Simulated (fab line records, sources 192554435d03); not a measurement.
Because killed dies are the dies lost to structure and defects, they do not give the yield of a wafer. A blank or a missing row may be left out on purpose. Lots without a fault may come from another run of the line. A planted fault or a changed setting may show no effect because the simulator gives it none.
Split-lot experiment || flow n5-finfet || 7 lots, 21 wafers read, on a route of 1938 steps

## SPLIT DETAILS
At N5_PMOS_HMC_CHANNEL_EPI_PEB_07 (peb time 60 s), the setting peb-temp-c was moved away from the recipe's 110 C on 6 of the 21 wafers read, by -2.8% to +2.8%. This setting was run at the recipe's value on the other wafers.

## BETWEEN THE SPLIT AND THE READING: the file shows 1 step in between
- N5_PMOS_HMC_CHANNEL_EPI_DEVELOP_08: develop time 30 s (also split here: develop-time-s)

## THE READING
cd-nm, in nm, at N5_PMOS_HMC_CHANNEL_EPI_CD_MEAS_09 (target cd 237.4 nm). Fault-free wafers of this fab line usually give 237.0 nm, standard deviation 0.8 nm.

{"wafer": "L074.2", "tool, chamber at the split": "litho-track-04, 0", "peb-temp-c as run, C": 113.1, "against the recipe": "+2.8%", "cd-nm, nm": 245.2, "against lot-mates on the recipe": "+7.3"}
{"wafer": "L074.4", "tool, chamber at the split": "litho-track-04, 0", "peb-temp-c as run, C": 110, "against the recipe": "recipe", "cd-nm, nm": 237.9, "against lot-mates on the recipe": "-"}
{"wafer": "L074.6", "tool, chamber at the split": "litho-track-04, 0", "peb-temp-c as run, C": 113.1, "against the recipe": "+2.8%", "cd-nm, nm": 245.0, "against lot-mates on the recipe": "+7.1"}
{"wafer": "L075.2", "tool, chamber at the split": "litho-track-01, 0", "peb-temp-c as run, C": 110, "against the recipe": "recipe", "cd-nm, nm": 236.6, "against lot-mates on the recipe": "-"}
{"wafer": "L075.4", "tool, chamber at the split": "litho-track-01, 0", "peb-temp-c as run, C": 110, "against the recipe": "recipe", "cd-nm, nm": 237.6, "against lot-mates on the recipe": "-"}
{"wafer": "L075.6", "tool, chamber at the split": "litho-track-01, 0", "peb-temp-c as run, C": 110, "against the recipe": "recipe", "cd-nm, nm": 236.9, "against lot-mates on the recipe": "-"}
{"wafer": "L082.3", "tool, chamber at the split": "litho-track-01, 0", "peb-temp-c as run, C": 110, "against the recipe": "recipe", "cd-nm, nm": 237.9, "against lot-mates on the recipe": "-"}
{"wafer": "L082.4", "tool, chamber at the split": "litho-track-01, 0", "peb-temp-c as run, C": 107.6, "against the recipe": "-2.2%", "cd-nm, nm": 229.5, "against lot-mates on the recipe": -8.4}
{"wafer": "L082.6", "tool, chamber at the split": "litho-track-01, 0", "peb-temp-c as run, C": 107.6, "against the recipe": "-2.2%", "cd-nm, nm": 230.6, "against lot-mates on the recipe": -7.3}
{"wafer": "L084.3", "tool, chamber at the split": "litho-track-04, 0", "peb-temp-c as run, C": 110, "against the recipe": "recipe", "cd-nm, nm": 237.6, "against lot-mates on the recipe": "-"}
{"wafer": "L084.4", "tool, chamber at the split": "litho-track-04, 0", "peb-temp-c as run, C": 110, "against the recipe": "recipe", "cd-nm, nm": 238.4, "against lot-mates on the recipe": "-"}
{"wafer": "L084.6", "tool, chamber at the split": "litho-track-04, 0", "peb-temp-c as run, C": 110, "against the recipe": "recipe", "cd-nm, nm": 237.1, "against lot-mates on the recipe": "-"}
{"wafer": "L086.1", "tool, chamber at the split": "litho-track-01, 0", "peb-temp-c as run, C": 110, "against the recipe": "recipe", "cd-nm, nm": 237.0, "against lot-mates on the recipe": "-"}
{"wafer": "L086.2", "tool, chamber at the split": "litho-track-01, 0", "peb-temp-c as run, C": 110, "against the recipe": "recipe", "cd-nm, nm": 236.3, "against lot-mates on the recipe": "-"}
{"wafer": "L086.6", "tool, chamber at the split": "litho-track-01, 0", "peb-temp-c as run, C": 110, "against the recipe": "recipe", "cd-nm, nm": 236.3, "against lot-mates on the recipe": "-"}
{"wafer": "L093.1", "tool, chamber at the split": "litho-track-03, 0", "peb-temp-c as run, C": 110, "against the recipe": "recipe", "cd-nm, nm": 237.3, "against lot-mates on the recipe": "-"}
{"wafer": "L093.2", "tool, chamber at the split": "litho-track-03, 0", "peb-temp-c as run, C": 110, "against the recipe": "recipe", "cd-nm, nm": 236.7, "against lot-mates on the recipe": "-"}
{"wafer": "L093.4", "tool, chamber at the split": "litho-track-03, 0", "peb-temp-c as run, C": 112.1, "against the recipe": "+1.9%", "cd-nm, nm": 242.6, "against lot-mates on the recipe": "+5.6"}
{"wafer": "L095.1", "tool, chamber at the split": "litho-track-03, 0", "peb-temp-c as run, C": 110, "against the recipe": "recipe", "cd-nm, nm": 236.6, "against lot-mates on the recipe": "-"}
{"wafer": "L095.4", "tool, chamber at the split": "litho-track-03, 0", "peb-temp-c as run, C": 110, "against the recipe": "recipe", "cd-nm, nm": 237.0, "against lot-mates on the recipe": "-"}
{"wafer": "L095.6", "tool, chamber at the split": "litho-track-03, 0", "peb-temp-c as run, C": 106.9, "against the recipe": "-2.8%", "cd-nm, nm": 227.1, "against lot-mates on the recipe": -9.7}

THE FIT
A straight line over all 21 wafers: cd-nm changes by +3.1 nm for each +1% of peb-temp-c; r = +0.99; the points scatter about the line by 0.68 nm.
The same after taking each lot's own level away (the mean of its wafers on the recipe; 21 wafers): +3.05 nm for each +1%; r = +0.99; scatter 0.67 nm.
Per that fit: largest peb-temp-c move, reading shift of 8.6 nm.
From 236.53 to 237.90 nm: that is the span of the lots' own levels, equal to 1.7 times the standard deviation above.
The two slopes agree, so the slope changes little with the lot-to-lot level.
Check: with one of the wafers moved furthest among these (+2.8%) left out of the fit, the line predicts +8.65 nm for it against its lot-mates. Against them it came out at +7.3 nm.

## THE OTHER SPLITS THESE WAFERS WENT THROUGH
These wafers also went through other splits before the reading. Each is held against what the fit with the lots' levels taken away leaves over:
{"other split on the same wafers": "N5_PMOS_HMC_CHANNEL_EPI_DEVELOP_08 develop-time-s", "wafers away from the commonest value": 4, "r with cd-nm (lot level and that fit taken away)": "+0.19"}

## THE WHOLE CHAIN: every reading that the file lists as answering this split, in the file's order
{"step": "N5_PMOS_HMC_CHANNEL_EPI_CD_MEAS_09", "what it does": "target cd 237.4 nm", "reading": "cd-nm", "change (the file's fit)": "+3.11 nm for each +1% of the setting", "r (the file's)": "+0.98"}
{"step": "N5_PMOS_HMC_CHANNEL_EPI_DESCUM_14", "what it does": "chemistry O2, time 7.9 s", "reading": "PMOS_HMC_CHANNEL_EPI.cd-nm (the simulator's own value, which no gauge read)", "change (the file's fit)": "+3.05 nm for each +1% of the setting", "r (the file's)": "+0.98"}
{"step": "N5_PMOS_HMC_CHANNEL_EPI_ETCH_32", "what it does": "etches BARC in N2/H2, stops on SiO2, target depth 85.8 nm, time 50.3 s", "reading": "PMOS_HMC_CHANNEL_EPI.cd-nm (the simulator's own value, which no gauge read)", "change (the file's fit)": "+3.29 nm for each +1% of the setting", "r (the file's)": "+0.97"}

## FILE'S OWN FIT
cd-nm changes by +3.11 nm for each +1% of peb-temp-c, r = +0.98.
